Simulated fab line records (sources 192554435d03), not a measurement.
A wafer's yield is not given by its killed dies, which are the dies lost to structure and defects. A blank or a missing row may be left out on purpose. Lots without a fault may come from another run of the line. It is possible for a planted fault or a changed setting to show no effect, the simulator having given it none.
Which of the tools did it? / flow n5Finfet / 15 lots with 45 wafers sampled at 6 steps, on a route of 1938 steps

## WHAT EACH GAUGE READ, for each wafer
N5_BEOL_M9_THK_MEAS_53: measures by xrf. Usual: M9_THK typically reads 142 nm, with standard deviation 3.2.
lot=L665; measured=day 10 09:33; on=filmMetro-01; M9_THK (nm)=144 144 141; flag=
lot=L666; measured=day 10 15:38; on=filmMetro-02; M9_THK (nm)=148 144 142; flag=
lot=L667; measured=day 10 17:12; on=filmMetro-01; M9_THK (nm)=148 143 143; flag=
lot=L669; measured=day 11 05:48; on=filmMetro-01; M9_THK (nm)=142 144 141; flag=
lot=L671; measured=day 11 17:15; on=filmMetro-01; M9_THK (nm)=143 146 147; flag=
lot=L670; measured=day 11 18:44; on=filmMetro-01; M9_THK (nm)=140 143 143; flag=
lot=L673; measured=day 12 00:54; on=filmMetro-01; M9_THK (nm)=139 143 147; flag=
lot=L672; measured=day 12 02:05; on=filmMetro-01; M9_THK (nm)=148 142 140; flag=
lot=L683; measured=day 14 07:23; on=filmMetro-02; M9_THK (nm)=140 138 146; flag=
lot=L680; measured=day 14 07:40; on=filmMetro-02; M9_THK (nm)=142 143 141; flag=
lot=L681; measured=day 14 08:17; on=filmMetro-01; M9_THK (nm)=143 139 142; flag=
lot=L682; measured=day 14 19:46; on=filmMetro-01; M9_THK (nm)=144 142 145; flag=
lot=L686; measured=day 15 23:19; on=filmMetro-01; M9_THK (nm)=137 138 145; flag=
lot=L684; measured=day 16 03:01; on=filmMetro-02; M9_THK (nm)=142 140 138; flag=
lot=L687; measured=day 16 23:10; on=filmMetro-01; M9_THK (nm)=138 139 142; flag=

N5_BEOL_M10_CD_MEAS_18: pitch 140 nm, target cd 70 nm. Usual: cdNm at 70.0 nm, with a standard deviation of 0.56.
lot=L665; measured=day 10 11:38; on=cdSem-03; cdNm (nm)=70.1 69.8 69.7; flag=
lot=L666; measured=day 10 18:50; on=cdSem-02; cdNm (nm)=70.6 70.8 70.0; flag=
lot=L667; measured=day 10 20:37; on=cdSem-02; cdNm (nm)=68.8 70.1 69.5; flag=
lot=L669; measured=day 11 08:28; on=cdSem-02; cdNm (nm)=70.0 69.7 69.7; flag=
lot=L671; measured=day 11 22:22; on=cdSem-03; cdNm (nm)=- - -; flag=OFF
lot=L670; measured=day 11 22:40; on=cdSem-02; cdNm (nm)=- - -; flag=OFF
lot=L673; measured=day 12 03:07; on=cdSem-01; cdNm (nm)=- - -; flag=OFF
lot=L672; measured=day 12 06:19; on=cdSem-03; cdNm (nm)=70.4 70.0 69.7; flag=
lot=L683; measured=day 14 12:40; on=cdSem-03; cdNm (nm)=70.4 70.8 69.8; flag=
lot=L680; measured=day 14 12:58; on=cdSem-02; cdNm (nm)=70.0 69.6 70.1; flag=
lot=L681; measured=day 14 13:08; on=cdSem-01; cdNm (nm)=69.6 70.2 70.4; flag=
lot=L682; measured=day 15 00:43; on=cdSem-01; cdNm (nm)=70.7 70.2 70.6; flag=
lot=L686; measured=day 16 01:19; on=cdSem-02; cdNm (nm)=69.6 69.7 70.2; flag=
lot=L684; measured=day 16 08:20; on=cdSem-02; cdNm (nm)=70.1 69.6 69.1; flag=
lot=L687; measured=day 17 01:43; on=cdSem-01; cdNm (nm)=68.8 69.5 68.7; flag=

## TOOL THAT RAN EACH LOT (tool first, then ch and the chambers of the sampled wafers, then the start)
lot=L665; N5_BEOL_M9_CURE_72=uvCure-02 ch 1, day 10 05:50; N5_BEOL_M9_DEGAS_44=pvdSputter-02, day 10 06:10; N5_BEOL_M10_HM_DEP_02=pvdSputter-02, day 10 10:31; N5_BEOL_M10_HM_OPEN_17=rieMetal-02 ch 0, day 10 11:22
lot=L666; N5_BEOL_M9_CURE_72=uvCure-03 ch 1, day 10 12:50; N5_BEOL_M9_DEGAS_44=pvdSputter-01, day 10 13:13; N5_BEOL_M10_HM_DEP_02=pvdSputter-01, day 10 17:23; N5_BEOL_M10_HM_OPEN_17=rieMetal-03 ch 0,1, day 10 18:28
lot=L667; N5_BEOL_M9_CURE_72=uvCure-03 ch 2, day 10 15:01; N5_BEOL_M9_DEGAS_44=pvdSputter-03, day 10 15:35; N5_BEOL_M10_HM_DEP_02=pvdSputter-03, day 10 19:08; N5_BEOL_M10_HM_OPEN_17=rieMetal-03 ch 0, day 10 20:25
lot=L669; N5_BEOL_M9_CURE_72=uvCure-02 ch 0, day 11 03:05; N5_BEOL_M9_DEGAS_44=pvdSputter-01, day 11 03:34; N5_BEOL_M10_HM_DEP_02=pvdSputter-02, day 11 07:20; N5_BEOL_M10_HM_OPEN_17=rieMetal-02 ch 0,1, day 11 08:14
lot=L671; N5_BEOL_M9_CURE_72=uvCure-03 ch 2, day 11 14:05; N5_BEOL_M9_DEGAS_44=pvdSputter-03, day 11 14:50; N5_BEOL_M10_HM_DEP_02=pvdSputter-02, day 11 21:12; N5_BEOL_M10_HM_OPEN_17=rieMetal-03 ch 1, day 11 22:04
lot=L670; N5_BEOL_M9_CURE_72=uvCure-03 ch 2, day 11 16:23; N5_BEOL_M9_DEGAS_44=pvdSputter-01, day 11 17:14; N5_BEOL_M10_HM_DEP_02=pvdSputter-01, day 11 21:31; N5_BEOL_M10_HM_OPEN_17=rieMetal-03 ch 1, day 11 22:22
lot=L673; N5_BEOL_M9_CURE_72=uvCure-02 ch 1, day 11 22:14; N5_BEOL_M9_DEGAS_44=pvdSputter-01, day 11 22:43; N5_BEOL_M10_HM_DEP_02=pvdSputter-02, day 12 01:55; N5_BEOL_M10_HM_OPEN_17=rieMetal-02 ch 0, day 12 02:49
lot=L672; N5_BEOL_M9_CURE_72=uvCure-01 ch 2, day 11 23:40; N5_BEOL_M9_DEGAS_44=pvdSputter-03, day 12 00:25; N5_BEOL_M10_HM_DEP_02=pvdSputter-02, day 12 05:14; N5_BEOL_M10_HM_OPEN_17=rieMetal-01 ch 0,1, day 12 06:06
lot=L683; N5_BEOL_M9_CURE_72=uvCure-01 ch 0, day 14 05:31; N5_BEOL_M9_DEGAS_44=pvdSputter-02, day 14 05:50; N5_BEOL_M10_HM_DEP_02=pvdSputter-02, day 14 11:34; N5_BEOL_M10_HM_OPEN_17=rieMetal-03 ch 0,1, day 14 12:28
lot=L680; N5_BEOL_M9_CURE_72=uvCure-02 ch 2, day 14 05:44; N5_BEOL_M9_DEGAS_44=pvdSputter-02, day 14 06:03; N5_BEOL_M10_HM_DEP_02=pvdSputter-02, day 14 11:46; N5_BEOL_M10_HM_OPEN_17=rieMetal-01 ch 0,1, day 14 12:43
lot=L681; N5_BEOL_M9_CURE_72=uvCure-02 ch 0, day 14 06:32; N5_BEOL_M9_DEGAS_44=pvdSputter-02, day 14 06:52; N5_BEOL_M10_HM_DEP_02=pvdSputter-01, day 14 11:58; N5_BEOL_M10_HM_OPEN_17=rieMetal-01 ch 1, day 14 12:58
lot=L682; N5_BEOL_M9_CURE_72=uvCure-01 ch 1, day 14 17:32; N5_BEOL_M9_DEGAS_44=pvdSputter-01, day 14 18:04; N5_BEOL_M10_HM_DEP_02=pvdSputter-01, day 14 23:47; N5_BEOL_M10_HM_OPEN_17=rieMetal-01 ch 0, day 15 00:32
lot=L686; N5_BEOL_M9_CURE_72=uvCure-03 ch 0, day 15 20:23; N5_BEOL_M9_DEGAS_44=pvdSputter-02, day 15 20:48; N5_BEOL_M10_HM_DEP_02=pvdSputter-02, day 16 00:23; N5_BEOL_M10_HM_OPEN_17=rieMetal-01 ch 0,1, day 16 01:08
lot=L684; N5_BEOL_M9_CURE_72=uvCure-01 ch 2, day 16 00:26; N5_BEOL_M9_DEGAS_44=pvdSputter-02, day 16 00:46; N5_BEOL_M10_HM_DEP_02=pvdSputter-01, day 16 07:09; N5_BEOL_M10_HM_OPEN_17=rieMetal-02 ch 0,1, day 16 08:01
lot=L687; N5_BEOL_M9_CURE_72=uvCure-02 ch 1, day 16 21:11; N5_BEOL_M9_DEGAS_44=pvdSputter-03, day 16 21:34; N5_BEOL_M10_HM_DEP_02=pvdSputter-03, day 17 00:48; N5_BEOL_M10_HM_OPEN_17=rieMetal-02 ch 0, day 17 01:32
- N5_BEOL_M9_CURE_72: cures SiCOH lowk, time 120 s.
- N5_BEOL_M9_DEGAS_44: time 60 s.
- N5_BEOL_M10_HM_DEP_02: deposits TiN, target thk 20 nm.
- N5_BEOL_M10_HM_OPEN_17: chemistry Cl2/BCl3, target TiN, target depth 20 nm, overetch 6 nm.

## AS READ BY THE TOOLS THEMSELVES (means over the sampled wafers that have a number; for cases with no such wafer, the mark the record gives instead)
N5_BEOL_M9_CURE_72. Usual: lampPowerPct 52.31 %, standard deviation 0.052; wafer_temp_C_max 371.8, standard deviation 0.67.
lot=L665; tool=uvCure-02; lampPowerPct (%)=52.31; wafer_temp_C_max=371.2; flag=
lot=L666; tool=uvCure-03; lampPowerPct (%)=52.35; wafer_temp_C_max=371.8; flag=
lot=L667; tool=uvCure-03; lampPowerPct (%)=52.28; wafer_temp_C_max=372.1; flag=
lot=L669; tool=uvCure-02; lampPowerPct (%)=52.30; wafer_temp_C_max=371.7; flag=
lot=L671; tool=uvCure-03; lampPowerPct (%)=52.29; wafer_temp_C_max=372.2; flag=
lot=L670; tool=uvCure-03; lampPowerPct (%)=52.32; wafer_temp_C_max=371.8; flag=
lot=L673; tool=uvCure-02; lampPowerPct (%)=52.31; wafer_temp_C_max=371.4; flag=
lot=L672; tool=uvCure-01; lampPowerPct (%)=52.36; wafer_temp_C_max=370.9; flag=
lot=L683; tool=uvCure-01; lampPowerPct (%)=52.26; wafer_temp_C_max=371.0; flag=
lot=L680; tool=uvCure-02; lampPowerPct (%)=52.32; wafer_temp_C_max=371.8; flag=
lot=L681; tool=uvCure-02; lampPowerPct (%)=52.34; wafer_temp_C_max=371.3; flag=
lot=L682; tool=uvCure-01; lampPowerPct (%)=52.30; wafer_temp_C_max=373.4; flag=
lot=L686; tool=uvCure-03; lampPowerPct (%)=52.29; wafer_temp_C_max=372.2; flag=
lot=L684; tool=uvCure-01; lampPowerPct (%)=52.35; wafer_temp_C_max=371.3; flag=
lot=L687; tool=uvCure-02; lampPowerPct (%)=52.34; wafer_temp_C_max=371.3; flag=

N5_BEOL_M9_DEGAS_44. Usual: heaterPowerW at 333 W, with a standard deviation of 46.
lot=L665; tool=pvdSputter-02; heaterPowerW (W)=398; flag=
lot=L666; tool=pvdSputter-01; heaterPowerW (W)=344; flag=
lot=L667; tool=pvdSputter-03; heaterPowerW (W)=312; flag=
lot=L669; tool=pvdSputter-01; heaterPowerW (W)=338; flag=
lot=L671; tool=pvdSputter-03; heaterPowerW (W)=312; flag=
lot=L670; tool=pvdSputter-01; heaterPowerW (W)=321; flag=
lot=L673; tool=pvdSputter-01; heaterPowerW (W)=318; flag=
lot=L672; tool=pvdSputter-03; heaterPowerW (W)=310; flag=
lot=L683; tool=pvdSputter-02; heaterPowerW (W)=390; flag=
lot=L680; tool=pvdSputter-02; heaterPowerW (W)=371; flag=
lot=L681; tool=pvdSputter-02; heaterPowerW (W)=363; flag=
lot=L682; tool=pvdSputter-01; heaterPowerW (W)=320; flag=
lot=L686; tool=pvdSputter-02; heaterPowerW (W)=362; flag=
lot=L684; tool=pvdSputter-02; heaterPowerW (W)=282; flag=
lot=L687; tool=pvdSputter-03; heaterPowerW (W)=311; flag=

N5_BEOL_M10_HM_DEP_02. Usual: chamberPressurePa 0.5001 Pa, standard deviation 0.00091; substrateTempC 25.00 C, standard deviation 0.11; throttleValvePct 30.0 %, standard deviation 1.
lot=L665; tool=pvdSputter-02; chamberPressurePa (Pa)=0.5002; substrateTempC (C)=25.08; throttleValvePct (%)=31.2; flag=
lot=L666; tool=pvdSputter-01; chamberPressurePa (Pa)=0.4998; substrateTempC (C)=25.00; throttleValvePct (%)=29.3; flag=
lot=L667; tool=pvdSputter-03; chamberPressurePa (Pa)=0.5001; substrateTempC (C)=24.94; throttleValvePct (%)=30.7; flag=
lot=L669; tool=pvdSputter-02; chamberPressurePa (Pa)=0.5002; substrateTempC (C)=25.08; throttleValvePct (%)=30.9; flag=
lot=L671; tool=pvdSputter-02; chamberPressurePa (Pa)=-; substrateTempC (C)=-; throttleValvePct (%)=-; flag=OFF
lot=L670; tool=pvdSputter-01; chamberPressurePa (Pa)=-; substrateTempC (C)=-; throttleValvePct (%)=-; flag=OFF
lot=L673; tool=pvdSputter-02; chamberPressurePa (Pa)=-; substrateTempC (C)=-; throttleValvePct (%)=-; flag=OFF
lot=L672; tool=pvdSputter-02; chamberPressurePa (Pa)=0.4996; substrateTempC (C)=24.90; throttleValvePct (%)=30.8; flag=
lot=L683; tool=pvdSputter-02; chamberPressurePa (Pa)=0.5003; substrateTempC (C)=25.04; throttleValvePct (%)=30.6; flag=
lot=L680; tool=pvdSputter-02; chamberPressurePa (Pa)=0.5009; substrateTempC (C)=25.03; throttleValvePct (%)=30.3; flag=
lot=L681; tool=pvdSputter-01; chamberPressurePa (Pa)=0.5004; substrateTempC (C)=25.10; throttleValvePct (%)=28.5; flag=
lot=L682; tool=pvdSputter-01; chamberPressurePa (Pa)=0.5003; substrateTempC (C)=25.00; throttleValvePct (%)=29.1; flag=
lot=L686; tool=pvdSputter-02; chamberPressurePa (Pa)=0.5003; substrateTempC (C)=24.98; throttleValvePct (%)=30.3; flag=
lot=L684; tool=pvdSputter-01; chamberPressurePa (Pa)=0.4993; substrateTempC (C)=25.00; throttleValvePct (%)=29.1; flag=
lot=L687; tool=pvdSputter-03; chamberPressurePa (Pa)=0.4998; substrateTempC (C)=24.87; throttleValvePct (%)=29.9; flag=

N5_BEOL_M10_HM_OPEN_17. Usual: drypumpMotorCurrentA 5.5 A, standard deviation 0.41; oesProductAu 0.70 a.u., standard deviation 0.066; throttleValvePct 22.1 %, standard deviation 0.36.
lot=L665; tool=rieMetal-02; drypumpMotorCurrentA (A)=6.0; oesProductAu (a.u.)=0.75; throttleValvePct (%)=21.6; flag=
lot=L666; tool=rieMetal-03; drypumpMotorCurrentA (A)=5.4; oesProductAu (a.u.)=0.66; throttleValvePct (%)=22.4; flag=
lot=L667; tool=rieMetal-03; drypumpMotorCurrentA (A)=5.6; oesProductAu (a.u.)=0.75; throttleValvePct (%)=22.6; flag=
lot=L669; tool=rieMetal-02; drypumpMotorCurrentA (A)=6.0; oesProductAu (a.u.)=0.78; throttleValvePct (%)=21.8; flag=
lot=L671; tool=rieMetal-03; drypumpMotorCurrentA (A)=5.3; oesProductAu (a.u.)=0.27; throttleValvePct (%)=23.0; flag=OFF
lot=L670; tool=rieMetal-03; drypumpMotorCurrentA (A)=5.3; oesProductAu (a.u.)=0.27; throttleValvePct (%)=23.0; flag=OFF
lot=L673; tool=rieMetal-02; drypumpMotorCurrentA (A)=6.0; oesProductAu (a.u.)=0.33; throttleValvePct (%)=22.3; flag=OFF
lot=L672; tool=rieMetal-01; drypumpMotorCurrentA (A)=5.1; oesProductAu (a.u.)=0.68; throttleValvePct (%)=21.9; flag=
lot=L683; tool=rieMetal-03; drypumpMotorCurrentA (A)=5.5; oesProductAu (a.u.)=0.68; throttleValvePct (%)=22.5; flag=
lot=L680; tool=rieMetal-01; drypumpMotorCurrentA (A)=5.1; oesProductAu (a.u.)=0.71; throttleValvePct (%)=22.1; flag=
lot=L681; tool=rieMetal-01; drypumpMotorCurrentA (A)=5.1; oesProductAu (a.u.)=0.75; throttleValvePct (%)=22.3; flag=
lot=L682; tool=rieMetal-01; drypumpMotorCurrentA (A)=5.0; oesProductAu (a.u.)=0.61; throttleValvePct (%)=21.7; flag=
lot=L686; tool=rieMetal-01; drypumpMotorCurrentA (A)=5.1; oesProductAu (a.u.)=0.66; throttleValvePct (%)=21.9; flag=
lot=L684; tool=rieMetal-02; drypumpMotorCurrentA (A)=6.0; oesProductAu (a.u.)=0.72; throttleValvePct (%)=21.9; flag=
lot=L687; tool=rieMetal-02; drypumpMotorCurrentA (A)=6.0; oesProductAu (a.u.)=0.70; throttleValvePct (%)=21.7; flag=

## THE ANSWER, worked out from the rows above alone
Rule: a lot is off if the mean of its wafers that have a number lies more than 3 standard deviations from the usual mean. A lot without any number at a reading at which 4 lots or more have one is off too. Any other lot the step has rows for is counted as sound. First the gauges in route order, then the tools' own readings, where a lot's mean is used as printed above. The first step at which some lot is off is used, and at that step the reading that is off furthest; a lot without a number counts as furthest.
Off: L671, L670, L673 (N5_BEOL_M10_CD_MEAS_18, cdNm). Without a number there: L671, L670, L673.
If a tool, at a process step before that reading, ran all the lots that are off and no sound lot after the first of them, it fits. Not tried: the gauges at N5_BEOL_M10_CD_MEAS_18; whatever is off there is also off at N5_BEOL_M10_HM_DEP_02, on other tools, and gauge error can't account for it. Not one of the candidates tried fits.

## WHAT WAS PUT IN BY THE SIMULATOR
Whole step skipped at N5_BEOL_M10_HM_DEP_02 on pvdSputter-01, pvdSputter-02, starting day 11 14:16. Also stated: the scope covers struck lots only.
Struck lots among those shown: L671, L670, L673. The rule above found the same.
